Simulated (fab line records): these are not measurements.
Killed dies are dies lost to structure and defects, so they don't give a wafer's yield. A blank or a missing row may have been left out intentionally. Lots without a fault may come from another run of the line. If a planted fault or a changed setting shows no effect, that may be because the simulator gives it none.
Chamber matching / flow nand-harc / NHARC_A_DECK1_JOINT_CMP_02 on cmp-03 has 4 sister chambers
The step polishes SiOx. 4 wafers are shown with their chamber, then 12 later ones without.

== EACH WAFER AND ITS CHAMBER ==
wafer=L085.3; chamber=1; motor-current-A (A)=10.5
wafer=L086.3; chamber=0; motor-current-A (A)=10.6
wafer=L086.4; chamber=3; motor-current-A (A)=12.2
wafer=L086.5; chamber=2; motor-current-A (A)=10.8

== WAFERS WITHOUT THEIR CHAMBER ==
wafer=L091.3; motor-current-A (A)=10.4
wafer=L091.4; motor-current-A (A)=10.2
wafer=L091.6; motor-current-A (A)=10.7
wafer=L093.3; motor-current-A (A)=9.9
wafer=L093.5; motor-current-A (A)=10.4
wafer=L093.6; motor-current-A (A)=10.1
wafer=L093.1; motor-current-A (A)=11.3
wafer=L093.2; motor-current-A (A)=10.5
wafer=L093.4; motor-current-A (A)=10.6
wafer=L096.1; motor-current-A (A)=11.3
wafer=L096.2; motor-current-A (A)=10.7
wafer=L096.3; motor-current-A (A)=10.0

== CHAMBER TAKEN BY EACH ==
wafer=L091.3; from the rows above=can't be placed: 1 or 0 or 2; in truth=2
wafer=L091.4; from the rows above=can't be placed: 1 or 0 or 2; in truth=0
wafer=L091.6; from the rows above=can't be placed: 0 or 2 or 1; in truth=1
wafer=L093.3; from the rows above=can't be placed: 1 or 0 or 2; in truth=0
wafer=L093.5; from the rows above=can't be placed: 1 or 0 or 2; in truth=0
wafer=L093.6; from the rows above=can't be placed: 1 or 0 or 2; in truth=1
wafer=L093.1; from the rows above=can't be placed: 2 or 0 or 1 or 3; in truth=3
wafer=L093.2; from the rows above=can't be placed: 1 or 0 or 2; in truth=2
wafer=L093.4; from the rows above=can't be placed: 0 or 1 or 2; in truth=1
wafer=L096.1; from the rows above=can't be placed: 2 or 0 or 1 or 3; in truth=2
wafer=L096.2; from the rows above=can't be placed: 0 or 2 or 1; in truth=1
wafer=L096.3; from the rows above=can't be placed: 1 or 0 or 2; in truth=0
Placed correctly: 0 of 12. From these rows, 12 cannot be placed; in 12 the true chamber is one of the candidates. Placed wrongly: 0.
How it was worked out, from the rows above alone: a wafer's distance from a chamber is the root of the sum, over the readings, of the square of ((its reading less the chamber's mean) divided by the reading's scatter). If the next closest chamber is less than 2 further off than the closest, the wafer can't be placed; otherwise it belongs to the closest. Each chamber's mean is taken over the wafers shown for it. The scatter: root of mean squared gap, hidden wafer to nearest shown wafer, with one shown wafer a chamber.
